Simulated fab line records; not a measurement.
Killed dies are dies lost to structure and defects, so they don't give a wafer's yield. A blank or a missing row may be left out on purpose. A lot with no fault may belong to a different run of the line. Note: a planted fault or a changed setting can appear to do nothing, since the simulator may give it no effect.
fab line records | flow nand_harc
[record] lots = 11 wafers = 33 last_day = 24
route steps=1159 shown A_CHANNEL_FILL_D1@495 A_BONDPAD@1078 THIN_TSV@1129 END@1159
lots that met no fault: from a run of the same line without faults
start_h: start of the lot's first displayed wafer, in hours after the record's first day | wait_h: how many hours have passed since the lot's step before this one | " the same as in the row above | L1.1+2: one row covering several wafers at once | - value missing, or start not given | * or withheld: withheld | < > ~ a bound
route shown NAME@n: a module of which the file shows steps, and the number in the route of the first | usual: mean and standard deviation over wafers with no fault | same: alike in all rows | chamber/n: place in a boat | sites: each site's reading | _std_site: the standard deviation of these | _edge_site: the outer-site mean with the inner-site mean subtracted | radius_mm: how far each site lies from the wafer's centre | mask NAME#n: copy n | behind: the most recent tool/chamber to have shaped the wafer | hold: why the lot was held/for how many hours/how that ended | device: transistor that didn't switch, given as n, p or np | end of line: the tests these same wafers got at the end of their route | a step with no rows: only its recipe | killed: at the first sort, the dies lost to defects and structure; wafer yield is something else | map: dies across one wafer; x = killed, . = not, _ = none there
set.NAME: the setting the step ran with; set.NAME@STEP: the setting that earlier step ran with | model.NAME: the simulator's own value behind a step, which no gauge read
one table for each step of the route and one row for each wafer, over a sample of lots
services: from which hour (start_h, from the record's first day; less than 0 if before it) a tool's chamber was out of use, for how many hours, and why
[[steps]]
[step NHARC_A_CHANNEL_FILL_D1_ALD_15]
[recipe] target_thk_a = 20 pulse_time_s = 60 ald_cycles = 19 temp_c = 630 pressure_torr = 2 material = SiNx
[usual] precursor_pulse_height_rel = 1.000/0.021
// columns lot.wafer tool chamber start_h wait_h precursor_pulse_height_rel
L212.2 ald_sin_batch-01 0 212.09 - 1.029
L212.3 " 0 " " 0.993
L212.4 " 0 " " 1.013
L213.3 ald_sin_batch-01 0 212.09 - 1.012
L213.4 " 0 " " 1.013
L213.6 " 0 " " 1.013
L214.1 ald_sin_batch-01 0 212.09 - 0.964
L214.5 " 0 " " 1.024
L214.6 " 0 " " 0.990
L215.1 ald_sin_batch-02 0 219.00 - 1.023
L215.5 " 0 " " 1.000
L215.6 " 0 " " 1.020
L217.1 ald_sin_batch-02 0 219.00 - 1.013
L217.2 " 0 " " 1.047
L217.6 " 0 " " 1.007
L218.1 ald_sin_batch-02 0 225.54 - 1.015
L218.3 " 0 " " 1.009
L218.6 " 0 " " 1.017
L219.1 ald_sin_batch-02 0 225.54 - 1.034
L219.2 " 0 " " 0.956
L219.6 " 0 " " 1.009
L228.4 ald_sin_batch-01 0 295.20 - 1.015
L228.5 " 0 " " 1.016
L228.6 " 0 " " 1.006
L233.1 ald_sin_batch-02 0 324.62 - 1.015
L233.2 " 0 " " 1.002
L233.4 " 0 " " 0.992
L234.3 ald_sin_batch-02 0 328.81 - 0.990
L234.4 " 0 " " 1.005
L234.6 " 0 " " 0.995
L235.1 ald_sin_batch-02 0 332.97 - 1.029
L235.2 " 0 " " 1.035
L235.4 " 0 " " 0.975
[step NHARC_A_BONDPAD_CD_MEAS_13]
[usual] cd_nm = 499.5/1.9
// columns lot.wafer tool chamber start_h wait_h cd_nm
L212.2 cd_sem-01 - 412.08 - 497.8
L212.3 " - " " 495.8
L212.4 " - " " 496.1
L213.3 cd_sem-03 - 419.29 - 499.2
L213.4 " - " " 497.7
L213.6 " - " " 500.6
L214.1 cd_sem-02 - 423.67 - 500.3
L214.5 " - " " 500.3
L214.6 " - " " 497.6
L217.1 cd_sem-02 - 424.06 - 500.7
L217.2 " - " " 500.8
L217.6 " - " " 500.0
L219.1 cd_sem-03 - 434.69 - 501.7
L219.2 " - " " 500.9
L219.6 " - " " 501.5
L215.1 cd_sem-02 - 435.97 - 499.0
L215.5 " - " " 500.9
L215.6 " - " " 498.6
L218.1 cd_sem-02 - 444.25 - 499.3
L218.3 " - " " 496.9
L218.6 " - " " 499.2
L228.4 cd_sem-01 - 507.78 - 502.3
L228.5 " - " " 500.4
L228.6 " - " " 502.5
L233.1 cd_sem-01 - 540.46 - 501.4
L233.2 " - " " 498.8
L233.4 " - " " 500.7
L234.3 cd_sem-03 - 545.14 - 499.0
L234.4 " - " " 501.6
L234.6 " - " " 497.9
L235.1 cd_sem-02 - 553.32 - 498.4
L235.2 " - " " 498.6
L235.4 " - " " 501.0
[step NHARC_THIN_TSV_PVD_19]
[recipe] target_thk_a = 200 chamber_pressure_pa = 5 material = TaN
[usual] throttle_valve_pct = 30.0/0.72
// columns lot.wafer tool chamber start_h wait_h throttle_valve_pct
L213.4 pvd_sputter-03 - - - 30.0
L213.3 " - " " 31.3
L213.6 " - " " 30.4
L212.3 pvd_sputter-02 - - - 30.0
L212.4 " - " " 29.0
L212.2 " - " " 29.0
L214.1 pvd_sputter-02 - - - 30.2
L214.5 " - " " 29.9
L214.6 " - " " 30.2
L217.2 pvd_sputter-01 - - - 30.6
L217.1 " - " " 31.4
L217.6 " - " " 30.9
L215.1 pvd_sputter-02 - - - 29.9
L215.5 " - " " 29.8
L215.6 " - " " 30.1
L219.2 pvd_sputter-03 - - - 31.0
L219.1 " - " " 30.4
L219.6 " - " " 31.0
L218.1 pvd_sputter-02 - - - 29.9
L218.3 " - " " 28.9
L218.6 " - " " 29.8
L228.4 pvd_sputter-02 - - - 30.0
L228.5 " - " " 28.9
L228.6 " - " " 29.7
L233.4 pvd_sputter-01 - - - 30.6
L233.2 " - " " 31.0
L233.1 " - " " 29.9
L234.4 pvd_sputter-02 - - - 29.9
L234.3 " - " " 29.1
L234.6 " - " " 29.0
L235.4 pvd_sputter-01 - - - 30.1
L235.1 " - " " 30.6
L235.2 " - " " 30.5
[step NHARC_THIN_TSV_CD_MEAS_33]
[recipe] target_cd_nm = 5000 landing_energy_ev = 500
[usual] cd_nm = 5001.3/1.3
// columns lot.wafer tool chamber start_h wait_h cd_nm
L213.3 cd_sem-03 0 453.76 - 5001.7
L213.4 " 0 " " 5003.4
L213.6 " 0 " " 5003.5
L212.2 cd_sem-02 0 454.98 - 5000.4
L212.3 " 0 " " 4999.8
L212.4 " 0 " " 4999.1
L214.1 cd_sem-03 0 456.10 - 5002.4
L214.5 " 0 " " 5000.6
L214.6 " 0 " " 5000.8
L217.1 cd_sem-02 0 457.40 - 4996.8
L217.2 " 0 " " 4999.2
L217.6 " 0 " " 5000.5
L215.1 cd_sem-02 0 458.47 - 5001.8
L215.5 " 0 " " 5003.3
L215.6 " 0 " " 5002.0
L219.1 cd_sem-01 0 459.99 - 4999.5
L219.2 " 0 " " 5001.7
L219.6 " 0 " " 5001.9
L218.1 cd_sem-03 0 466.93 - 5001.0
L218.3 " 0 " " 5000.4
L218.6 " 0 " " 5000.8
L228.4 cd_sem-03 0 526.80 - 5000.8
L228.5 " 0 " " 5001.4
L228.6 " 0 " " 5000.5
L233.1 cd_sem-01 0 561.46 - 5002.8
L233.2 " 0 " " 5000.8
L233.4 " 0 " " 5001.7
L234.3 cd_sem-03 0 566.77 - 5002.4
L234.4 " 0 " " 5000.6
L234.6 " 0 " " 5001.9
L235.1 cd_sem-01 0 575.09 - 5003.5
L235.2 " 0 " " 5002.7
L235.4 " 0 " " 5001.2
[step NHARC_END_SORT_01]
[recipe] temp_c = 25
[usual] killed_at_array = 29/10 killed_at_other = 0.7/1.1 killed_at_periphery = 3.2/2.2 killed_dies = 33/11 killed_open = 3.5/1.8 killed_short = 2.0/1.4
[same] gross_dies = 677
// columns lot.wafer tool chamber start_h wait_h killed_at_array killed_at_other killed_at_periphery killed_dies killed_open killed_short
L219.1 prober-02 0 482.50 2.5 104 0 1 105 2 0
L219.2 prober-02 0 483.31 2.8 113 0 2 115 1 1
L219.6 prober-02 0 486.55 4.1 119 1 0 120 2 0
L218.1 prober-01 0 498.08 2.5 116 3 4 123 5 0
L218.3 prober-01 0 499.68 3.1 127 2 1 130 2 2
L218.6 prober-01 0 502.09 4.0 113 1 4 118 5 4
// killed by level:class
L219.1 A_CHANNEL_FILL_D1:unspecified=93 A_CHANNEL_HOLE_D1:chamber_film_flake=7 P_M1:geometric_particle:open=1 A_ONON_D1:geometric_particle:open=1 A_SLIT:chamber_film_flake=1 A_STAIRCASE:chamber_film_flake=1 A_CONTACT:chamber_film_flake=1
L219.2 A_CHANNEL_FILL_D1:unspecified=89 A_CHANNEL_HOLE_D1:chamber_film_flake=17 A_STAIRCASE:chamber_film_flake=4 P_M2:geometric_particle:short=1 A_CONTACT:geometric_particle:open=1 P_BONDPAD:chamber_film_flake=1 A_ZERO_WELL:chamber_film_flake=1 A_CONTACT:chamber_film_flake=1
L219.6 A_CHANNEL_FILL_D1:unspecified=96 A_CHANNEL_HOLE_D1:chamber_film_flake=18 A_STAIRCASE:chamber_film_flake=2 A_CONTACT:chamber_film_flake=2 A_CONTACT:geometric_particle:open=1 STARTING-WAFER:geometric_particle:open=1
L218.1 A_CHANNEL_FILL_D1:unspecified=94 A_SLIT:chamber_film_flake=13 A_SGD_CUT:chamber_film_flake=4 THIN_TSV:chamber_film_flake=3 A_CONTACT:geometric_particle:open=2 P_ZERO_WELL:chamber_film_flake=2 P_STI:geometric_particle:open=1 P_GATE:geometric_particle:open=1
L218.3 A_CHANNEL_FILL_D1:unspecified=94 A_SLIT:chamber_film_flake=18 A_CHANNEL_HOLE_D1:chamber_film_flake=3 A_STAIRCASE:chamber_film_flake=3 A_SGD_CUT:chamber_film_flake=2 THIN_TSV:chamber_film_flake=2 A_CHANNEL_FILL_D1:geometric_particle:short=1 A_SGD_CUT:geometric_particle:short=1
L218.6 A_CHANNEL_FILL_D1:unspecified=88 A_SLIT:chamber_film_flake=12 A_WL_FILL:geometric_particle:short=3 A_CHANNEL_HOLE_D1:chamber_film_flake=3 A_SGD_CUT:chamber_film_flake=2 P_CONTACT:geometric_particle:short=1 P_CONTACT:geometric_particle:open=1 P_M0:geometric_particle:open=1
[[services]]
// columns tool chamber start_h hours kind
pvd_sputter-01 - 191.58 1.5 repair
pvd_sputter-02 - 214.02 10.0 pm
ald_sin_batch-02 - 248.77 30.0 repair
pvd_sputter-01 - 257.38 5.2 repair
pvd_sputter-03 - 280.00 10.0 pm
pvd_sputter-01 - 309.42 52.7 repair
pvd_sputter-03 - 352.63 7.5 repair
pvd_sputter-01 - 362.14 10.0 pm
pvd_sputter-02 - 392.02 10.0 pm
pvd_sputter-03 - 458.00 10.0 pm
pvd_sputter-03 - 473.76 3.9 repair
pvd_sputter-01 - 540.14 10.0 pm
ald_sin_batch-02 - 556.89 26.0 pm
pvd_sputter-01 - 562.65 1.8 repair
pvd_sputter-02 - 570.02 10.0 pm
[[key]]
[first_sign] step = NHARC_END_SORT_01 reading = killed_at_array direction = up sigmas = 8.4 usual = 29 struck = 115
[effect] step = NHARC_END_SORT_01 reading = killed_dies direction = up sigmas = 8.1 usual = 33 struck = 118
[more_kills_born_at] NHARC_A_CHANNEL_FILL_D1_ALD_15@ald_sin_batch-02 = 554
met_at NHARC_A_CHANNEL_FILL_D1_ALD_15
struck_lots L218,L219
tester_left_out L218,L219
not_acting_at NHARC_A_BONDPAD_CD_MEAS_13,NHARC_THIN_TSV_PVD_19,NHARC_THIN_TSV_CD_MEAS_33
onset_between 219.00 225.54
[fault] kind = chamber_particle_source tool = ald_sin_batch-02 chamber = - onset_h = 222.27 steps = NHARC_A_CHANNEL_FILL_D1_ALD_15 rate_per_visit_cm2 = 1.7237 end_h = 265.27
// tester_left_out: of these lots the tester's yield and bins aren't shown, on N5 and GAA mostly nor the transistor test; their killed dies are dies lost to structure and defects alone, not to doping, threshold or leakage, so they don't give the yield
